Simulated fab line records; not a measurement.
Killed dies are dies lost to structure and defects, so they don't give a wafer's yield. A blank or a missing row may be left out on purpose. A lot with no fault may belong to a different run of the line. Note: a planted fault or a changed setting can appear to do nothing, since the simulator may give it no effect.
Chamber matching / flow nandHarc / rieDiel-12 running NHARC_A_STAIRCASE_DESCUM_168: 4 sister chambers
The step chemistry O2, time 3 s. 4 wafers are shown with their chamber, then 9 later ones without.

== WAFERS PAIRED WITH THEIR CHAMBERS ==
wafer=L086.4; chamber=2; showerheadPlenumPTorr (Torr)=1.87
wafer=L088.1; chamber=0; showerheadPlenumPTorr (Torr)=2.06
wafer=L088.4; chamber=3; showerheadPlenumPTorr (Torr)=1.95
wafer=L088.6; chamber=1; showerheadPlenumPTorr (Torr)=2.02

== WAFERS WITHOUT THEIR CHAMBER ==
wafer=L093.1; showerheadPlenumPTorr (Torr)=1.86
wafer=L093.4; showerheadPlenumPTorr (Torr)=1.94
wafer=L093.6; showerheadPlenumPTorr (Torr)=2.01
wafer=L094.2; showerheadPlenumPTorr (Torr)=2.01
wafer=L094.3; showerheadPlenumPTorr (Torr)=1.94
wafer=L094.5; showerheadPlenumPTorr (Torr)=1.86
wafer=L095.1; showerheadPlenumPTorr (Torr)=1.86
wafer=L095.3; showerheadPlenumPTorr (Torr)=1.94
wafer=L095.6; showerheadPlenumPTorr (Torr)=2.01

== WHICH CHAMBER EACH WENT THROUGH ==
wafer=L093.1; from the rows above=2; in truth=2
wafer=L093.4; from the rows above=3; in truth=3
wafer=L093.6; from the rows above=1; in truth=1
wafer=L094.2; from the rows above=1; in truth=1
wafer=L094.3; from the rows above=3; in truth=3
wafer=L094.5; from the rows above=2; in truth=2
wafer=L095.1; from the rows above=2; in truth=2
wafer=L095.3; from the rows above=3; in truth=3
wafer=L095.6; from the rows above=1; in truth=1
Placed correctly: 9 of 9. Not placeable from these rows: 0. Placed wrongly: 0.
How it was worked out, from the rows above alone: a wafer's distance from a chamber is the root of the sum, over the readings, of the square of ((its reading less the chamber's mean) divided by the reading's scatter). If the next closest chamber is less than 2 further off than the closest, the wafer can't be placed; otherwise it belongs to the closest. The mean given for a chamber averages the wafers shown for that chamber. The scatter: with one shown wafer a chamber, the root of the mean of the squares of how far each hidden wafer lies from its nearest shown one.
